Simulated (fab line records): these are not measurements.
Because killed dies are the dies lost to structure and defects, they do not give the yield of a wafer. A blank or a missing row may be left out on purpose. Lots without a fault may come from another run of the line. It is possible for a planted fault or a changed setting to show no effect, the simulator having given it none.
fab line records / flow n5Finfet / part 2 of 2: steps 21 to 28 of 28
[record] lots = 5 wafers = 15 lastDay = 17
route steps=1938 shown BEOL_M14@1769 BEOL_M15@1773
lots untouched by any fault: they come from a run of this same line in which no faults occurred
startH: hours from the record's first day to the start of the lot's first wafer shown / waitH: how many hours have passed since the lot's step before this one / " the same as in the row above / L1.1+2: a row that stands for several wafers / - no value, or no start was given / * or withheld: withheld / < > ~ a bound
route shown NAME@n: NAME is a module with steps in the file, n the number in the route of the first one / usual: mean/standard deviation of fault-free wafers / same: alike in all rows / chamber/n: place in a boat / sites: each site's reading / _std_site: their standard deviation / _edge_site: the outer-site mean with the inner-site mean subtracted / radiusMm: for every site, how far away it sits from the centre of the wafer / mask NAME#n: copy n / behind: the last tool/chamber to shape the wafer / hold: the reason the lot was held/the length of the hold in hours/how it ended / device: the transistor (n, p or np) that didn't switch / end of line: the route-end tests of the same wafers / a step given without rows: its recipe and nothing more / killed: not the wafer's yield, but the dies lost to structure and defects at the first sort / map: per-die view of a wafer (x killed, . not killed, _ where there is no die)
set.NAME: the setting as run; set.NAME@STEP: as run at that earlier step / model.NAME: the simulator's own value behind a step, which no gauge read
certain route steps with their lots: each step a table, each wafer a row
services: the hour from which a tool's chamber was out of use, counted from the record's first day as startH (under 0 if before that day), plus the number of hours and why
[[steps]]
[step N5_BEOL_M15_STRIP_63]
[recipe] chemistry = O2 powerW = 600 tempC = 60 pressureMtorr = 30 rfFrequencyHz = 6e+07 biasPowerW = 0 overashFraction = 0.3 o2FlowSccm = 225
[usual] drypumpMotorCurrentA = 5.7/0.43 o2FlowSccm = 224.8/0.75 oesProductAu = 0.76/0.088 rfVppV = 3.6/0.69 showerheadPlenumPTorr = 2.07/0.076 throttleValvePct = 16.81/0.22
lot.wafer=L079.4 tool=rieDiel-01 chamber=2 startH=- waitH=- drypumpMotorCurrentA=6.1 o2FlowSccm=225.6 oesProductAu=0.73 rfHoursCounterH=188 rfVppV=4.7 showerheadPlenumPTorr=2.17 throttleValvePct=16.55
lot.wafer=L079.5 tool=rieDiel-01 chamber=0 startH=- waitH=- drypumpMotorCurrentA=6.4 o2FlowSccm=224.8 oesProductAu=0.69 rfHoursCounterH=- rfVppV=4.8 showerheadPlenumPTorr=2.09 throttleValvePct=16.68
lot.wafer=L079.6 tool=rieDiel-01 chamber=3 startH=- waitH=- drypumpMotorCurrentA=6.1 o2FlowSccm=225.0 oesProductAu=0.69 rfHoursCounterH=- rfVppV=3.0 showerheadPlenumPTorr=2.00 throttleValvePct=17.35
lot.wafer=L088.3 tool=rieDiel-01 chamber=2 startH=- waitH=- drypumpMotorCurrentA=6.1 o2FlowSccm=225.7 oesProductAu=0.71 rfHoursCounterH=203 rfVppV=3.8 showerheadPlenumPTorr=2.17 throttleValvePct=16.58
lot.wafer=L088.4 tool=rieDiel-01 chamber=1 startH=- waitH=- drypumpMotorCurrentA=5.3 o2FlowSccm=225.0 oesProductAu=0.74 rfHoursCounterH=200 rfVppV=3.8 showerheadPlenumPTorr=1.96 throttleValvePct=16.79
lot.wafer=L088.6 tool=rieDiel-01 chamber=0 startH=- waitH=- drypumpMotorCurrentA=6.4 o2FlowSccm=226.1 oesProductAu=0.69 rfHoursCounterH=- rfVppV=3.2 showerheadPlenumPTorr=2.08 throttleValvePct=16.70
lot.wafer=L091.2 tool=rieDiel-03 chamber=3 startH=- waitH=- drypumpMotorCurrentA=5.1 o2FlowSccm=224.3 oesProductAu=0.69 rfHoursCounterH=212 rfVppV=3.7 showerheadPlenumPTorr=1.98 throttleValvePct=16.90
lot.wafer=L091.4 tool=rieDiel-03 chamber=3 startH=- waitH=- drypumpMotorCurrentA=5.2 o2FlowSccm=225.0 oesProductAu=0.70 rfHoursCounterH=- rfVppV=3.0 showerheadPlenumPTorr=1.98 throttleValvePct=16.91
lot.wafer=L091.5 tool=rieDiel-03 chamber=1 startH=- waitH=- drypumpMotorCurrentA=5.1 o2FlowSccm=224.8 oesProductAu=0.90 rfHoursCounterH=- rfVppV=2.9 showerheadPlenumPTorr=2.04 throttleValvePct=16.74
lot.wafer=L094.3 tool=rieDiel-02 chamber=2 startH=- waitH=- drypumpMotorCurrentA=5.9 o2FlowSccm=225.2 oesProductAu=0.72 rfHoursCounterH=193 rfVppV=4.9 showerheadPlenumPTorr=2.08 throttleValvePct=16.80
lot.wafer=L094.4 tool=rieDiel-02 chamber=0 startH=- waitH=- drypumpMotorCurrentA=5.6 o2FlowSccm=224.8 oesProductAu=0.84 rfHoursCounterH=54 rfVppV=4.4 showerheadPlenumPTorr=2.14 throttleValvePct=16.41
lot.wafer=L094.6 tool=rieDiel-02 chamber=0 startH=- waitH=- drypumpMotorCurrentA=5.6 o2FlowSccm=224.6 oesProductAu=0.84 rfHoursCounterH=- rfVppV=3.7 showerheadPlenumPTorr=2.14 throttleValvePct=16.42
lot.wafer=L096.3 tool=rieDiel-02 chamber=1 startH=- waitH=- drypumpMotorCurrentA=5.6 o2FlowSccm=225.7 oesProductAu=0.71 rfHoursCounterH=203 rfVppV=2.8 showerheadPlenumPTorr=2.00 throttleValvePct=17.08
lot.wafer=L096.4 tool=rieDiel-02 chamber=3 startH=- waitH=- drypumpMotorCurrentA=5.4 o2FlowSccm=225.8 oesProductAu=0.76 rfHoursCounterH=134 rfVppV=3.1 showerheadPlenumPTorr=2.12 throttleValvePct=16.71
lot.wafer=L096.5 tool=rieDiel-02 chamber=3 startH=- waitH=- drypumpMotorCurrentA=5.3 o2FlowSccm=226.3 oesProductAu=0.76 rfHoursCounterH=- rfVppV=3.5 showerheadPlenumPTorr=2.12 throttleValvePct=16.68
[step N5_BEOL_M15_STRIP_64]
[recipe] chemistry = O2 powerW = 600 tempC = 60 pressureMtorr = 30 rfFrequencyHz = 6e+07 biasPowerW = 0 overashFraction = 0.3 o2FlowSccm = 225
[usual] drypumpMotorCurrentA = 5.7/0.43 o2FlowSccm = 225.1/0.67 oesProductAu = 0.76/0.088 rfVppV = 3.6/0.52 showerheadPlenumPTorr = 2.07/0.076 throttleValvePct = 16.81/0.22
lot.wafer=L079.4 tool=rieDiel-01 chamber=2 startH=- waitH=- drypumpMotorCurrentA=6.1 o2FlowSccm=225.0 oesProductAu=0.72 rfHoursCounterH=188 rfVppV=3.5 showerheadPlenumPTorr=2.17 throttleValvePct=16.55
lot.wafer=L079.5 tool=rieDiel-01 chamber=0 startH=- waitH=- drypumpMotorCurrentA=6.4 o2FlowSccm=225.1 oesProductAu=0.70 rfHoursCounterH=- rfVppV=4.2 showerheadPlenumPTorr=2.09 throttleValvePct=16.66
lot.wafer=L079.6 tool=rieDiel-01 chamber=3 startH=- waitH=- drypumpMotorCurrentA=6.1 o2FlowSccm=225.0 oesProductAu=0.70 rfHoursCounterH=- rfVppV=4.2 showerheadPlenumPTorr=2.00 throttleValvePct=17.31
lot.wafer=L088.3 tool=rieDiel-01 chamber=2 startH=- waitH=- drypumpMotorCurrentA=6.1 o2FlowSccm=224.6 oesProductAu=0.71 rfHoursCounterH=203 rfVppV=3.0 showerheadPlenumPTorr=2.17 throttleValvePct=16.57
lot.wafer=L088.4 tool=rieDiel-01 chamber=1 startH=- waitH=- drypumpMotorCurrentA=5.3 o2FlowSccm=224.6 oesProductAu=0.73 rfHoursCounterH=200 rfVppV=3.4 showerheadPlenumPTorr=1.96 throttleValvePct=16.78
lot.wafer=L088.6 tool=rieDiel-01 chamber=0 startH=- waitH=- drypumpMotorCurrentA=6.4 o2FlowSccm=225.3 oesProductAu=0.68 rfHoursCounterH=- rfVppV=3.6 showerheadPlenumPTorr=2.08 throttleValvePct=16.68
lot.wafer=L091.2 tool=rieDiel-03 chamber=3 startH=- waitH=- drypumpMotorCurrentA=5.2 o2FlowSccm=225.9 oesProductAu=0.71 rfHoursCounterH=212 rfVppV=3.1 showerheadPlenumPTorr=1.98 throttleValvePct=16.91
lot.wafer=L091.4 tool=rieDiel-03 chamber=3 startH=- waitH=- drypumpMotorCurrentA=5.2 o2FlowSccm=224.6 oesProductAu=0.70 rfHoursCounterH=- rfVppV=4.3 showerheadPlenumPTorr=1.98 throttleValvePct=16.92
lot.wafer=L091.5 tool=rieDiel-03 chamber=1 startH=- waitH=- drypumpMotorCurrentA=5.1 o2FlowSccm=225.1 oesProductAu=0.88 rfHoursCounterH=- rfVppV=3.6 showerheadPlenumPTorr=2.04 throttleValvePct=16.71
lot.wafer=L094.3 tool=rieDiel-02 chamber=2 startH=- waitH=- drypumpMotorCurrentA=5.9 o2FlowSccm=224.9 oesProductAu=0.72 rfHoursCounterH=193 rfVppV=3.7 showerheadPlenumPTorr=2.08 throttleValvePct=16.80
lot.wafer=L094.4 tool=rieDiel-02 chamber=0 startH=- waitH=- drypumpMotorCurrentA=5.6 o2FlowSccm=225.7 oesProductAu=0.84 rfHoursCounterH=54 rfVppV=3.4 showerheadPlenumPTorr=2.14 throttleValvePct=16.41
lot.wafer=L094.6 tool=rieDiel-02 chamber=0 startH=- waitH=- drypumpMotorCurrentA=5.6 o2FlowSccm=225.5 oesProductAu=0.85 rfHoursCounterH=- rfVppV=3.7 showerheadPlenumPTorr=2.14 throttleValvePct=16.41
lot.wafer=L096.3 tool=rieDiel-02 chamber=1 startH=- waitH=- drypumpMotorCurrentA=5.6 o2FlowSccm=225.2 oesProductAu=0.72 rfHoursCounterH=203 rfVppV=3.7 showerheadPlenumPTorr=2.00 throttleValvePct=17.05
lot.wafer=L096.4 tool=rieDiel-02 chamber=3 startH=- waitH=- drypumpMotorCurrentA=5.4 o2FlowSccm=225.3 oesProductAu=0.77 rfHoursCounterH=134 rfVppV=3.4 showerheadPlenumPTorr=2.12 throttleValvePct=16.67
lot.wafer=L096.5 tool=rieDiel-02 chamber=3 startH=- waitH=- drypumpMotorCurrentA=5.3 o2FlowSccm=225.3 oesProductAu=0.77 rfHoursCounterH=- rfVppV=2.9 showerheadPlenumPTorr=2.12 throttleValvePct=16.68
[step N5_BEOL_M15_STRIP_65]
[recipe] chemistry = postEtchResidueRemover timeS = 60 tempC = 25 removerPh = withheld removerWaterWtPct = withheld removerFluorideWtPct = withheld
lot.wafer=L079.4+5+6 tool=wetBench-02 chamber=7,1,2 startH=281.72 waitH=-
lot.wafer=L088.3+4+6 tool=wetBench-02 chamber=7,6,3 startH=331.86 waitH=-
lot.wafer=L091.2+4+5 tool=wetBench-03 chamber=6,4,5 startH=369.01 waitH=-
lot.wafer=L094.3+4+6 tool=wetBench-03 chamber=4,3,0 startH=379.08 waitH=-
lot.wafer=L096.3+4+5 tool=wetBench-03 chamber=2,5,4 startH=386.88 waitH=-
[step N5_BEOL_M15_SRD_66]
[recipe] timeS = 30 tempC = 23 rinseLiquid = diw dry = n2Spin spinRpm = 1500 dryTimeS = 30
[same] dryTimeS = 30
lot.wafer=L079.4+5+6 tool=wetBench-02 chamber=7,1,2 startH=281.74 waitH=0.0
lot.wafer=L088.3+4+6 tool=wetBench-02 chamber=7,6,3 startH=331.88 waitH=0.0
lot.wafer=L091.2+4+5 tool=wetBench-03 chamber=6,4,5 startH=369.03 waitH=0.0
lot.wafer=L094.3+4+6 tool=wetBench-03 chamber=4,3,0 startH=379.10 waitH=0.0
lot.wafer=L096.3+4+5 tool=wetBench-03 chamber=2,5,4 startH=386.90 waitH=0.0
[step N5_BEOL_M15_CD_MEAS_17]
[recipe] targetCdNm = 360 polarity = opening
[usual] cdNm = 363.0/2.7
lot.wafer=L079.4 tool=cdSem-02 chamber=- startH=281.78 waitH=0.0 cdNm=361.0
lot.wafer=L079.5 tool=cdSem-02 chamber=- startH=281.78 waitH=0.0 cdNm=361.4
lot.wafer=L079.6 tool=cdSem-02 chamber=- startH=281.78 waitH=0.0 cdNm=365.6
lot.wafer=L088.3 tool=cdSem-02 chamber=- startH=331.93 waitH=0.0 cdNm=364.1
lot.wafer=L088.4 tool=cdSem-02 chamber=- startH=331.93 waitH=0.0 cdNm=362.7
lot.wafer=L088.6 tool=cdSem-02 chamber=- startH=331.93 waitH=0.0 cdNm=366.4
lot.wafer=L091.2 tool=cdSem-02 chamber=- startH=369.07 waitH=0.0 cdNm=358.9
lot.wafer=L091.4 tool=cdSem-02 chamber=- startH=369.07 waitH=0.0 cdNm=362.3
lot.wafer=L091.5 tool=cdSem-02 chamber=- startH=369.07 waitH=0.0 cdNm=364.7
lot.wafer=L094.3 tool=cdSem-02 chamber=- startH=379.14 waitH=0.0 cdNm=358.3
lot.wafer=L094.4 tool=cdSem-02 chamber=- startH=379.14 waitH=0.0 cdNm=359.0
lot.wafer=L094.6 tool=cdSem-02 chamber=- startH=379.14 waitH=0.0 cdNm=362.7
lot.wafer=L096.3 tool=cdSem-02 chamber=- startH=386.94 waitH=0.0 cdNm=366.4
lot.wafer=L096.4 tool=cdSem-02 chamber=- startH=386.94 waitH=0.0 cdNm=361.5
lot.wafer=L096.5 tool=cdSem-02 chamber=- startH=386.94 waitH=0.0 cdNm=361.9
[step N5_BEOL_M15_COAT_56]
[recipe] resist = SOC tempC = 250 timeS = 60 spinRpm = 1500 resistThkNm = 550
[usual] exhaustPa = 45.0/0.77 resistLineTempC = 22.98/0.098
lot.wafer=L079.4 tool=lithoTrack-01 chamber=0 startH=281.83 waitH=0.0 exhaustPa=45.3 resistLineTempC=22.97
lot.wafer=L079.5 tool=lithoTrack-01 chamber=0 startH=281.83 waitH=0.0 exhaustPa=44.5 resistLineTempC=22.87
lot.wafer=L079.6 tool=lithoTrack-01 chamber=0 startH=281.83 waitH=0.0 exhaustPa=44.1 resistLineTempC=22.96
lot.wafer=L088.3 tool=lithoTrack-05 chamber=0 startH=331.97 waitH=0.0 exhaustPa=44.4 resistLineTempC=23.05
lot.wafer=L088.4 tool=lithoTrack-05 chamber=0 startH=331.97 waitH=0.0 exhaustPa=45.0 resistLineTempC=22.88
lot.wafer=L088.6 tool=lithoTrack-05 chamber=0 startH=331.97 waitH=0.0 exhaustPa=43.4 resistLineTempC=22.91
lot.wafer=L091.2 tool=lithoTrack-05 chamber=0 startH=369.11 waitH=0.0 exhaustPa=44.5 resistLineTempC=23.14
lot.wafer=L091.4 tool=lithoTrack-05 chamber=0 startH=369.11 waitH=0.0 exhaustPa=44.5 resistLineTempC=23.08
lot.wafer=L091.5 tool=lithoTrack-05 chamber=0 startH=369.11 waitH=0.0 exhaustPa=45.5 resistLineTempC=23.19
lot.wafer=L094.3 tool=lithoTrack-05 chamber=0 startH=379.19 waitH=0.0 exhaustPa=46.1 resistLineTempC=23.11
lot.wafer=L094.4 tool=lithoTrack-05 chamber=0 startH=379.19 waitH=0.0 exhaustPa=45.4 resistLineTempC=23.08
lot.wafer=L094.6 tool=lithoTrack-05 chamber=0 startH=379.19 waitH=0.0 exhaustPa=45.9 resistLineTempC=22.96
lot.wafer=L096.3 tool=lithoTrack-01 chamber=0 startH=386.99 waitH=0.0 exhaustPa=44.9 resistLineTempC=23.01
lot.wafer=L096.4 tool=lithoTrack-01 chamber=0 startH=386.99 waitH=0.0 exhaustPa=45.2 resistLineTempC=23.02
lot.wafer=L096.5 tool=lithoTrack-01 chamber=0 startH=386.99 waitH=0.0 exhaustPa=44.3 resistLineTempC=22.99
[step N5_BEOL_M15_ETCH_57]
[recipe] chemistry = N2/H2 target = SOC sourceW = 3000 biasW = 350 timeS = 750 ionEnergyEv = 200 pressureMtorr = 30 n2FlowSccm = 200 h2FlowSccm = 200
[usual] drypumpMotorCurrentA = 5.7/0.36 oesProductAu = 0.76/0.081 rfVppV = 523.4/2.4 showerheadPlenumPTorr = 2.52/0.087 throttleValvePct = 17.81/0.26
lot.wafer=L079.4 tool=rieDiel-02 chamber=1 startH=281.92 waitH=- drypumpMotorCurrentA=5.6 oesProductAu=0.74 rfHoursCounterH=174 rfVppV=522.2 showerheadPlenumPTorr=2.42 throttleValvePct=18.03
lot.wafer=L079.5 tool=rieDiel-02 chamber=0 startH=281.92 waitH=- drypumpMotorCurrentA=5.6 oesProductAu=0.90 rfHoursCounterH=- rfVppV=525.3 showerheadPlenumPTorr=2.61 throttleValvePct=17.46
lot.wafer=L079.6 tool=rieDiel-02 chamber=3 startH=281.92 waitH=- drypumpMotorCurrentA=5.3 oesProductAu=0.81 rfHoursCounterH=- rfVppV=526.1 showerheadPlenumPTorr=2.54 throttleValvePct=17.49
lot.wafer=L088.3 tool=rieDiel-02 chamber=0 startH=332.02 waitH=- drypumpMotorCurrentA=5.6 oesProductAu=0.86 rfHoursCounterH=42 rfVppV=524.1 showerheadPlenumPTorr=2.60 throttleValvePct=17.49
lot.wafer=L088.4 tool=rieDiel-02 chamber=1 startH=332.02 waitH=- drypumpMotorCurrentA=5.6 oesProductAu=0.72 rfHoursCounterH=190 rfVppV=519.7 showerheadPlenumPTorr=2.42 throttleValvePct=18.06
lot.wafer=L088.6 tool=rieDiel-02 chamber=0 startH=332.02 waitH=- drypumpMotorCurrentA=5.6 oesProductAu=0.86 rfHoursCounterH=- rfVppV=524.0 showerheadPlenumPTorr=2.60 throttleValvePct=17.51
lot.wafer=L091.2 tool=rieDiel-01 chamber=0 startH=369.21 waitH=- drypumpMotorCurrentA=6.5 oesProductAu=0.68 rfHoursCounterH=236 rfVppV=523.5 showerheadPlenumPTorr=2.49 throttleValvePct=17.62
lot.wafer=L091.4 tool=rieDiel-01 chamber=2 startH=369.21 waitH=- drypumpMotorCurrentA=6.1 oesProductAu=0.69 rfHoursCounterH=219 rfVppV=526.4 showerheadPlenumPTorr=2.62 throttleValvePct=17.65
lot.wafer=L091.5 tool=rieDiel-01 chamber=1 startH=369.21 waitH=- drypumpMotorCurrentA=5.3 oesProductAu=0.69 rfHoursCounterH=- rfVppV=519.7 showerheadPlenumPTorr=2.41 throttleValvePct=18.11
lot.wafer=L094.3 tool=rieDiel-01 chamber=2 startH=379.24 waitH=- drypumpMotorCurrentA=6.1 oesProductAu=0.67 rfHoursCounterH=223 rfVppV=526.3 showerheadPlenumPTorr=2.62 throttleValvePct=17.65
lot.wafer=L094.4 tool=rieDiel-01 chamber=3 startH=379.24 waitH=- drypumpMotorCurrentA=6.1 oesProductAu=0.93 rfHoursCounterH=7 rfVppV=528.1 showerheadPlenumPTorr=2.70 throttleValvePct=17.96
lot.wafer=L094.6 tool=rieDiel-01 chamber=1 startH=379.24 waitH=- drypumpMotorCurrentA=5.3 oesProductAu=0.70 rfHoursCounterH=- rfVppV=519.8 showerheadPlenumPTorr=2.41 throttleValvePct=18.14
lot.wafer=L096.3 tool=rieDiel-02 chamber=1 startH=387.04 waitH=- drypumpMotorCurrentA=5.6 oesProductAu=0.72 rfHoursCounterH=203 rfVppV=521.4 showerheadPlenumPTorr=2.41 throttleValvePct=18.09
lot.wafer=L096.4 tool=rieDiel-02 chamber=2 startH=387.04 waitH=- drypumpMotorCurrentA=5.8 oesProductAu=0.71 rfHoursCounterH=194 rfVppV=523.8 showerheadPlenumPTorr=2.52 throttleValvePct=17.88
lot.wafer=L096.5 tool=rieDiel-02 chamber=2 startH=387.04 waitH=- drypumpMotorCurrentA=5.8 oesProductAu=0.71 rfHoursCounterH=- rfVppV=524.2 showerheadPlenumPTorr=2.52 throttleValvePct=17.87
[step N5_BEOL_M15_COAT_60]
[recipe] resist = BARC tempC = 205 timeS = 60 spinRpm = 1500 resistThkNm = 89
[usual] exhaustPa = 44.9/0.81 resistLineTempC = 23.00/0.11
lot.wafer=L079.4 tool=lithoTrack-01 chamber=0 startH=282.42 waitH=0.3 exhaustPa=44.0 resistLineTempC=22.95
lot.wafer=L079.5 tool=lithoTrack-01 chamber=0 startH=282.42 waitH=0.3 exhaustPa=45.0 resistLineTempC=23.09
lot.wafer=L079.6 tool=lithoTrack-01 chamber=0 startH=282.42 waitH=0.3 exhaustPa=44.6 resistLineTempC=23.00
lot.wafer=L088.3 tool=lithoTrack-02 chamber=0 startH=332.53 waitH=0.3 exhaustPa=43.9 resistLineTempC=23.06
lot.wafer=L088.4 tool=lithoTrack-02 chamber=0 startH=332.53 waitH=0.3 exhaustPa=45.4 resistLineTempC=22.91
lot.wafer=L088.6 tool=lithoTrack-02 chamber=0 startH=332.53 waitH=0.3 exhaustPa=45.9 resistLineTempC=23.01
lot.wafer=L091.2 tool=lithoTrack-02 chamber=0 startH=369.71 waitH=0.3 exhaustPa=44.6 resistLineTempC=22.98
lot.wafer=L091.4 tool=lithoTrack-02 chamber=0 startH=369.71 waitH=0.3 exhaustPa=45.3 resistLineTempC=23.10
lot.wafer=L091.5 tool=lithoTrack-02 chamber=0 startH=369.71 waitH=0.3 exhaustPa=44.6 resistLineTempC=22.96
lot.wafer=L094.3 tool=lithoTrack-05 chamber=0 startH=379.75 waitH=0.3 exhaustPa=45.3 resistLineTempC=23.01
lot.wafer=L094.4 tool=lithoTrack-05 chamber=0 startH=379.75 waitH=0.3 exhaustPa=43.8 resistLineTempC=22.97
lot.wafer=L094.6 tool=lithoTrack-05 chamber=0 startH=379.75 waitH=0.3 exhaustPa=43.9 resistLineTempC=22.94
lot.wafer=L096.3 tool=lithoTrack-02 chamber=0 startH=387.54 waitH=0.3 exhaustPa=46.2 resistLineTempC=22.91
lot.wafer=L096.4 tool=lithoTrack-02 chamber=0 startH=387.54 waitH=0.3 exhaustPa=45.3 resistLineTempC=22.89
lot.wafer=L096.5 tool=lithoTrack-02 chamber=0 startH=387.54 waitH=0.3 exhaustPa=44.7 resistLineTempC=22.86
[[services]]
tool=pecvd-04 chamber=- startH=270.79 hours=3.2 kind=repair
tool=pecvd-01 chamber=2 startH=272.76 hours=7.5 kind=repair
tool=krfScanner-01 chamber=- startH=274.27 hours=1.3 kind=pm
tool=krfScanner-01 chamber=- startH=275.57 hours=4.4 kind=pm
tool=krfScanner-02 chamber=- startH=279.95 hours=1.0 kind=pm
tool=pecvd-03 chamber=1 startH=281.86 hours=19.3 kind=repair
tool=rieDiel-02 chamber=1 startH=285.26 hours=2.9 kind=repair
tool=rieDiel-02 chamber=2 startH=311.15 hours=15.1 kind=repair
tool=rieDiel-03 chamber=2 startH=315.58 hours=9.5 kind=repair
tool=pecvd-01 chamber=- startH=316.00 hours=14.6 kind=pm
tool=krfScanner-02 chamber=- startH=318.30 hours=0.8 kind=pm
tool=krfScanner-02 chamber=- startH=320.17 hours=0.3 kind=repair
tool=krfScanner-02 chamber=- startH=324.16 hours=1.3 kind=pm
tool=krfScanner-02 chamber=- startH=327.39 hours=0.8 kind=repair
tool=krfScanner-01 chamber=- startH=339.20 hours=1.0 kind=pm
tool=rieDiel-01 chamber=3 startH=344.62 hours=- kind=clean
tool=rieDiel-01 chamber=3 startH=344.62 hours=- kind=consumableReplace:focusRing
tool=rieDiel-01 chamber=3 startH=344.62 hours=- kind=consumableReplace:showerhead
tool=rieDiel-01 chamber=3 startH=344.62 hours=16.0 kind=scheduledDown
tool=wetBench-03 chamber=- startH=346.59 hours=6.2 kind=repair
tool=rieDiel-01 chamber=- startH=347.50 hours=0.1 kind=repair
tool=rieDiel-02 chamber=- startH=355.65 hours=15.6 kind=pm
tool=pecvd-04 chamber=- startH=368.61 hours=28.1 kind=pm
tool=krfScanner-01 chamber=- startH=378.25 hours=0.8 kind=pm
